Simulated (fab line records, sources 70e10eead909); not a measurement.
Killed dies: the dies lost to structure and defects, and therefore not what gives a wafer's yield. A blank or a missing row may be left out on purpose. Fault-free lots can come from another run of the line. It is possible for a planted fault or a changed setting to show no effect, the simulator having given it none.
Chamber matching    flow nand-harc    NHARC_A_CHANNEL_HOLE_D1_DESCUM_15 on rie-diel-10: 4 sister chambers
The step chemistry O2, time 3 s. 39 wafers are shown with their chamber, then 12 later ones without.

## WAFERS, EACH WITH ITS CHAMBER
wafer   chamber  showerhead-plenum-p-Torr (Torr)  drypump-motor-current-A (A)  oes-product-au (a.u.)
L076.1  2        1.93                             5.6                          0.984
L076.2  1        1.96                             5.6                          1.010
L076.5  3        1.98                             6.1                          0.999
L075.2  3        1.98                             6.2                          1.005
L075.3  1        1.96                             5.6                          1.022
L075.5  3        1.98                             6.2                          1.006
L077.2  2        1.93                             5.6                          0.985
L077.4  1        1.96                             5.6                          1.011
L077.6  1        1.96                             5.6                          1.010
L078.1  2        1.93                             5.6                          0.991
L078.2  0        1.86                             5.6                          1.021
L078.4  1        1.96                             5.7                          1.018
L079.2  1        1.96                             5.6                          1.007
L079.5  2        1.93                             5.6                          0.988
L079.6  1        1.96                             5.6                          1.008
L080.1  1        1.96                             5.6                          1.010
L080.2  3        1.98                             6.1                          1.013
L080.4  1        1.96                             5.6                          1.003
L081.1  1        1.95                             5.6                          0.995
L081.2  2        1.93                             5.6                          0.994
L081.4  3        1.98                             6.2                          0.994
L082.1  0        1.86                             5.6                          1.005
L082.5  2        1.93                             5.6                          0.996
L082.6  0        1.86                             5.5                          1.008
L084.1  2        1.93                             5.6                          0.999
L084.3  0        1.86                             5.6                          1.012
L084.5  0        1.86                             5.6                          1.017
L085.3  2        1.93                             5.6                          1.001
L085.4  0        1.86                             5.6                          1.017
L085.5  2        1.93                             5.6                          0.994
L086.1  0        1.86                             5.5                          1.004
L086.5  2        1.93                             5.6                          0.991
L086.6  3        1.98                             6.1                          1.000
L088.1  2        1.93                             5.6                          0.991
L088.4  1        1.95                             5.6                          1.002
L088.6  0        1.86                             5.6                          1.010
L092.3  0        1.86                             5.5                          1.013
L092.4  2        1.93                             5.6                          0.988
L092.6  2        1.93                             5.6                          0.977

SIGNATURES, as means of the wafers listed above
reading                   chamber 0  chamber 1  chamber 2  chamber 3  scatter within a chamber
showerhead-plenum-p-Torr  1.8600     1.9582     1.9300     1.9800     0.00216
drypump-motor-current-A   5.567      5.609      5.600      6.150      0.0355
oes-product-au            1.01189    1.00873    0.99069    1.00283    0.00661
Rule: for a wafer and a chamber, the distance is found by dividing, reading by reading, the gap between the wafer's reading and the chamber's mean by the reading's scatter, squaring, summing and taking the root. The wafer belongs to the nearest chamber; if the next one is less than 2 further off, it can't be placed. How the scatter is found: for the shown wafers, subtract from each reading the mean of its chamber, square and add these, divide the total by (wafers less chambers), then take the root.

## WAFERS WITHOUT THEIR CHAMBER
wafer   showerhead-plenum-p-Torr (Torr)  drypump-motor-current-A (A)  oes-product-au (a.u.)
L093.2  1.98                             6.2                          1.009
L093.4  1.95                             5.6                          1.004
L093.5  1.95                             5.6                          1.012
L094.1  1.98                             6.2                          0.991
L094.3  1.93                             5.6                          0.986
L094.4  1.95                             5.6                          0.992
L095.3  1.86                             5.6                          1.004
L095.4  1.95                             5.6                          0.992
L095.6  1.86                             5.5                          1.004
L096.1  1.98                             6.2                          1.002
L096.3  1.93                             5.6                          0.986
L096.6  1.95                             5.6                          1.004

## WHICH CHAMBER EACH WENT THROUGH
wafer   from the rows above  in truth
L093.2  3                    3
L093.4  1                    1
L093.5  1                    1
L094.1  3                    3
L094.3  2                    2
L094.4  1                    1
L095.3  0                    0
L095.4  1                    1
L095.6  0                    0
L096.1  3                    3
L096.3  2                    2
L096.6  1                    1
Correct placement for 12 of the 12. Left unplaced by these rows: 0. Number placed wrongly: 0.
